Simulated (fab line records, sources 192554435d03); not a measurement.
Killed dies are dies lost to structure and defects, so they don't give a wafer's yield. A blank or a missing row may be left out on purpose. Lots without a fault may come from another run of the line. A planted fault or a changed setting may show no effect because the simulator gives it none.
One fault seen from 2 desks | flow n5_finfet | each desk has only its own numbers; what lay behind them comes last

THE METROLOGY DESK
What the gauges read, lot by lot, whatever tool the lot ran on: means of the sampled wafers that have a number. A lot is out of limits, marked OUT, if its mean lies more than 4 standard deviations from the usual mean; the brackets give that distance. Of its 12 readings 7 are shown: those that lie furthest out on some lot.
Columns: A = GC_FILL_THK at N5_GATE_CUT_THK_MEAS_24, usual 219.1 nm; B = DIBL_N at N5_BEOL_M4_RC_MEAS_101, usual 35.9 mV/V; C = IOFF_P at N5_BEOL_M4_RC_MEAS_101, usual 0.21 nA/um; D = ION_N at N5_BEOL_M4_RC_MEAS_101, usual 672 uA/um; E = ION_P at N5_BEOL_M4_RC_MEAS_101, usual 462 uA/um; F = VT_N at N5_BEOL_M4_RC_MEAS_101, usual 250 mV; G = VT_P at N5_BEOL_M4_RC_MEAS_101, usual -250 mV
lot  | first seen here | A     | B    | C    | D   | E   | F   | G
L767 | day 3 18:49     | 219.1 | 36.7 | 0.20 | 664 | 458 | 252 | -251
L769 | day 4 08:12     | 222.0 | 32.9 | 0.14 | 647 | 444 | 257 | -258
L776 | day 6 00:27     | 217.6 | 37.2 | 0.22 | 665 | 458 | 252 | -250
L777 | day 6 07:19     | 217.9 | 35.1 | 0.17 | 666 | 457 | 253 | -254
L781 | day 7 07:43     | 222.7 | 35.8 | 0.19 | 675 | 462 | 251 | -253
L784 | day 8 00:08     | 220.2 | 38.2 | 0.25 | 680 | 470 | 246 | -249
L787 | day 8 16:55     | 214.3 | 36.2 | 0.24 | 682 | 471 | 246 | -247
L789 | day 9 08:28     | 220.7 | 37.3 | 0.23 | 682 | 467 | 249 | -248
L790 | day 9 10:34     | 217.5 | 36.1 | 0.22 | 682 | 474 | 251 | -248
This desk's finding: nothing out of limits on any of the 9 lots.

THE TOOL OWNER'S DESK: remote_plasma-02
The tool's own readings at N5_ILD0_PRECLEAN_10 (cleans in NF3:NH3, afs cycles 5, time 20 s, sublimation time 60 s): means of the sampled wafers that have a number, for each lot that ran on this tool. A lot is out of limits, marked OUT, if its mean lies more than 4 standard deviations from the usual mean; the brackets give that distance.
Columns: A = sublimation_temp_c at N5_ILD0_PRECLEAN_10, usual 180.03 C
lot  | first seen here | A
L767 | day 3 15:37     | 180.16
L777 | day 6 04:15     | 180.00
L781 | day 7 04:46     | 180.07
L784 | day 7 21:04     | 180.00
This desk's finding: nothing out of limits on any of the 4 lots.

PUT TOGETHER
The metrology desk saw nothing out of limits.
The tool owner's desk saw nothing out of limits.

WHAT THE SIMULATOR HAD PUT IN
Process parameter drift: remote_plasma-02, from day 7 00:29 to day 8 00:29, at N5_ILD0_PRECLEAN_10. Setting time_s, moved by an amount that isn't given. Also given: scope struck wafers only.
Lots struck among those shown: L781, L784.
